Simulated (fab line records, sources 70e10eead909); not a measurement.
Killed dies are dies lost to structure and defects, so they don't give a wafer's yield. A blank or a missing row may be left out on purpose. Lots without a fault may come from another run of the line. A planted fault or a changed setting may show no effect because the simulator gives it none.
fab line records | flow nand_harc | part 2 of 2: steps 25 to 30 of 30
record lots=5 wafers=15 last_day=33
route steps=1302 shown A_STAIRCASE@710
lots that met no fault: from a run of the same line without faults
start_h: hours from the record's first day to the start of the lot's first wafer shown | wait_h: hours since the lot's step before | " the same as in the row above | L1.1+2: a row that stands for several wafers | - no value, or no start given | * or withheld: withheld | < > ~ a bound
route shown NAME@n: a module of which the file shows steps, and the number in the route of the first | usual: mean/standard deviation of fault-free wafers | same: alike in all rows | chamber/n: place in a boat | sites: the reading at each site | _std_site: their standard deviation | _edge_site: outer sites' mean less inner sites' | radius_mm: how far each site lies from the wafer's centre | mask NAME#n: copy n | behind: the tool/chamber that last shaped the wafer | hold: why the lot was held/for how many hours/how that ended | device: the transistor (n, p or np) that didn't switch | end of line: the same wafers' tests at the end of the route | a step without rows: its recipe alone | killed: dies lost to structure and defects at the first sort, not the wafer's yield | map: a wafer's dies, x killed, . not, _ none there
set.NAME: the setting as run; set.NAME@STEP: as run at that earlier step | model.NAME: the simulator's own value behind a step, which no gauge read
lots at some steps of the route; a table a step, a row a wafer
services: from which hour (start_h, from the record's first day; less than 0 if before it) a tool's chamber was out of use, for how many hours, and why
## steps
# step NHARC_A_STAIRCASE_TRIM_222
# recipe time_s=211.2 o2_flow_sccm=500 ar_flow_sccm=0 bias_w=0 chemistry=O2
# usual drypump_motor_current_A=5.9/0.5 oes_product_au=1.003/0.0096 rf_vpp_V=57.6/0.94 showerhead_plenum_p_Torr=3.49/0.17 throttle_valve_pct=17.036/0.01
# columns lot.wafer tool chamber start_h wait_h drypump_motor_current_A oes_product_au rf_hours_counter_h rf_vpp_V showerhead_plenum_p_Torr throttle_valve_pct
L078.3 rie_diel-08 2 - - 5.4 1.015 12 56.8 3.42 17.051
L078.1 " 1 " " 6.2 1.013 14 56.7 3.55 17.052
L078.5 " 2 " " 5.4 1.009 - 57.6 3.42 17.038
L083.2 rie_diel-08 3 - - 6.2 0.998 28 56.8 3.30 17.032
L083.4 " 0 " " 4.9 0.992 29 57.2 3.27 17.070
L083.6 " 3 " " 6.2 1.001 - 57.0 3.30 17.038
L089.2 rie_diel-02 1 - - 6.2 1.000 45 57.3 3.51 17.031
L089.1 " 2 " " 6.1 0.989 43 56.2 3.40 17.013
L089.4 " 3 " " 6.6 1.005 32 56.9 3.76 17.036
L091.1 rie_diel-08 2 - - 5.5 1.011 54 56.4 3.40 17.039
L091.3 " 0 " " 4.9 0.997 58 58.0 3.26 17.017
L091.2 " 1 " " 6.2 1.018 54 59.3 3.52 17.037
L097.2 rie_diel-08 3 - - 6.2 0.985 8 58.4 3.80 17.035
L097.6 " 2 " " 5.4 0.986 - 59.9 3.39 17.032
L097.5 " 3 " " 6.2 0.996 - 58.3 3.80 17.038
# step NHARC_A_STAIRCASE_ETCH_223
# recipe target_depth_a=1000 time_s=40.5 ion_energy_ev=400 c4f8_flow_sccm=20 o2_flow_sccm=10 ar_flow_sccm=withheld rf_w=600 bias_w=1000 chemistry=C4F8/O2
# usual oes_product_au=0.947/0.011 rf_vpp_V=895/6.4
# columns lot.wafer tool chamber start_h wait_h oes_product_au rf_hours_counter_h rf_vpp_V
L078.1 rie_diel-08 3 - - 0.941 12 887
L078.3 " 0 " " 0.930 16 884
L078.5 " 2 " " 0.956 - 892
L083.4 rie_diel-08 3 - - 0.948 28 888
L083.2 " 0 " " 0.944 30 887
L083.6 " 3 " " 0.933 - 887
L089.2 rie_diel-02 3 - - 0.953 32 905
L089.1 " 0 " " 0.941 44 902
L089.4 " 1 " " 0.932 45 895
L091.3 rie_diel-08 0 - - 0.949 58 886
L091.2 " 1 " " 0.948 54 894
L091.1 " 2 " " 0.945 54 891
L097.2 rie_diel-08 2 - - 0.940 8 892
L097.6 " 1 " " 0.931 - 896
L097.5 " 2 " " 0.922 - 891
# step NHARC_A_STAIRCASE_TRIM_224
# recipe time_s=211.2 o2_flow_sccm=500 ar_flow_sccm=0 bias_w=0 chemistry=O2
# usual drypump_motor_current_A=5.8/0.5 oes_product_au=1.003/0.011 rf_vpp_V=57.8/0.92 showerhead_plenum_p_Torr=3.50/0.17 throttle_valve_pct=17.037/0.0085
# columns lot.wafer tool chamber start_h wait_h drypump_motor_current_A oes_product_au rf_hours_counter_h rf_vpp_V showerhead_plenum_p_Torr throttle_valve_pct
L078.3 rie_diel-08 1 - - 6.2 1.008 14 58.0 3.55 17.042
L078.1 " 0 " " 4.9 0.991 16 56.4 3.28 17.036
L078.5 " 1 " " 6.2 0.993 - 56.6 3.55 17.025
L083.4 rie_diel-08 1 - - 6.2 0.998 28 58.0 3.54 17.037
L083.2 " 2 " " 5.4 1.010 29 57.8 3.41 17.039
L083.6 " 2 " " 5.4 1.010 - 57.3 3.41 17.020
L089.1 rie_diel-02 1 - - 6.1 1.006 45 57.3 3.51 17.031
L089.4 " 3 " " 6.6 0.997 33 57.4 3.76 17.039
L089.2 " 0 " " 5.7 0.995 44 58.0 3.72 17.025
L091.2 rie_diel-08 1 - - 6.2 0.995 54 57.7 3.52 17.030
L091.1 " 2 " " 5.4 0.996 54 56.6 3.40 17.028
L091.3 " 0 " " 4.9 1.002 58 55.2 3.26 17.050
L097.2 rie_diel-08 2 - - 5.4 0.998 8 57.5 3.39 17.043
L097.5 " 1 " " 6.1 0.994 - 58.0 3.52 17.031
L097.6 " 2 " " 5.4 0.992 - 57.3 3.39 17.032
# step NHARC_A_STAIRCASE_ETCH_225
# recipe target_depth_a=1000 time_s=40.5 ion_energy_ev=400 c4f8_flow_sccm=20 o2_flow_sccm=10 ar_flow_sccm=withheld rf_w=600 bias_w=1000 chemistry=C4F8/O2
# usual oes_product_au=0.946/0.0095 rf_vpp_V=895/6.5
# columns lot.wafer tool chamber start_h wait_h oes_product_au rf_hours_counter_h rf_vpp_V
L078.3 rie_diel-08 2 - - 0.948 12 892
L078.1 " 0 " " 0.928 16 888
L078.5 " 2 " " 0.952 - 890
L083.2 rie_diel-08 2 - - 0.942 29 892
L083.4 " 1 " " 0.945 28 897
L083.6 " 2 " " 0.947 - 892
L089.2 rie_diel-02 2 - - 0.934 44 889
L089.4 " 3 " " 0.949 33 903
L089.1 " 0 " " 0.945 44 904
L091.3 rie_diel-08 1 - - 0.939 54 894
L091.2 " 2 " " 0.943 54 892
L091.1 " 3 " " 0.948 55 887
L097.2 rie_diel-08 0 - - 0.918 9 908
L097.6 " 1 " " 0.929 - 897
L097.5 " 2 " " 0.928 - 892
# step NHARC_A_STAIRCASE_TRIM_226
# recipe time_s=211.2 o2_flow_sccm=500 ar_flow_sccm=0 bias_w=0 chemistry=O2
# usual drypump_motor_current_A=5.8/0.52 oes_product_au=1.002/0.0087 rf_vpp_V=57.8/0.97 showerhead_plenum_p_Torr=3.49/0.18 throttle_valve_pct=17.037/0.0084
# columns lot.wafer tool chamber start_h wait_h drypump_motor_current_A oes_product_au rf_hours_counter_h rf_vpp_V showerhead_plenum_p_Torr throttle_valve_pct
L078.1 rie_diel-08 3 - - 6.2 0.999 12 55.0 3.31 17.040
L078.3 " 0 " " 4.9 0.990 16 56.1 3.28 17.043
L078.5 " 0 " " 4.9 0.985 - 56.3 3.28 17.031
L083.2 rie_diel-08 0 - - 4.9 1.007 30 57.5 3.27 17.053
L083.4 " 1 " " 6.2 1.020 28 59.3 3.54 17.038
L083.6 " 3 " " 6.2 1.012 - 57.7 3.30 17.043
L089.2 rie_diel-02 0 - - 5.8 0.994 44 58.6 3.72 17.025
L089.1 " 1 " " 6.2 1.020 45 58.4 3.51 17.045
L089.4 " 3 " " 6.6 1.004 33 59.3 3.76 17.038
L091.2 rie_diel-08 3 - - 6.3 0.988 55 58.0 3.29 17.028
L091.3 " 1 " " 6.2 1.006 54 57.1 3.52 17.043
L091.1 " 2 " " 5.5 0.999 54 57.9 3.40 17.036
L097.2 rie_diel-08 3 - - 6.2 0.987 9 58.5 3.80 17.057
L097.6 " 1 " " 6.2 0.997 - 56.5 3.52 17.037
L097.5 " 2 " " 5.4 0.990 - 58.4 3.39 17.041
# step NHARC_A_STAIRCASE_ETCH_227
# recipe target_depth_a=1000 time_s=40.5 ion_energy_ev=400 c4f8_flow_sccm=20 o2_flow_sccm=10 ar_flow_sccm=withheld rf_w=600 bias_w=1000 chemistry=C4F8/O2
# usual oes_product_au=0.946/0.016 rf_vpp_V=895/6.3
# columns lot.wafer tool chamber start_h wait_h oes_product_au rf_hours_counter_h rf_vpp_V
L078.1 rie_diel-08 0 - - 0.924 16 887
L078.3 " 1 " " 0.962 14 897
L078.5 " 0 " " 0.929 - 888
L083.4 rie_diel-08 2 - - 0.964 29 893
L083.2 " 0 " " 0.938 30 888
L083.6 " 1 " " 0.950 - 898
L089.4 rie_diel-02 2 - - 0.948 44 892
L089.1 " 3 " " 0.955 33 905
L089.2 " 1 " " 0.938 46 896
L091.2 rie_diel-08 1 - - 0.939 54 895
L091.1 " 2 " " 0.935 54 892
L091.3 " 3 " " 0.928 55 887
L097.2 rie_diel-08 2 - - 0.934 9 891
L097.5 " 2 " " 0.923 - 891
L097.6 " 3 " " 0.924 - 903
## services
# columns tool chamber start_h hours kind
rie_diel-02 - 395.90 9.0 pm
litho_track-02 - 402.00 7.0 pm
rie_diel-02 3 411.54 20.9 repair
plasma_asher-02 - 425.34 1.0 repair
litho_track-07 - 426.00 7.0 pm
wet_bench-05 - 436.80 8.0 pm
rie_diel-09 - 456.73 0.4 repair
rie_diel-09 0 463.90 4.9 repair
litho_track-05 - 474.00 7.0 pm
krf_scanner-01 - 475.12 0.2 repair
krf_scanner-01 - 489.31 4.0 pm
rie_diel-09 - 497.16 9.0 pm
krf_scanner-01 - 499.34 15.7 repair
plasma_asher-01 - 506.22 1.1 repair
plasma_asher-01 - 519.08 9.0 pm
krf_scanner-01 - 519.16 0.2 repair
krf_scanner-01 - 519.91 0.6 repair
wet_bench-06 - 545.60 8.0 pm
rie_diel-08 - 547.65 9.0 pm
wet_bench-03 - 549.06 2.4 repair
wet_bench-03 - 562.40 8.0 pm
wet_bench-05 - 569.01 12.8 repair
rie_diel-02 - 572.90 9.0 pm
litho_track-02 - 577.00 7.0 pm
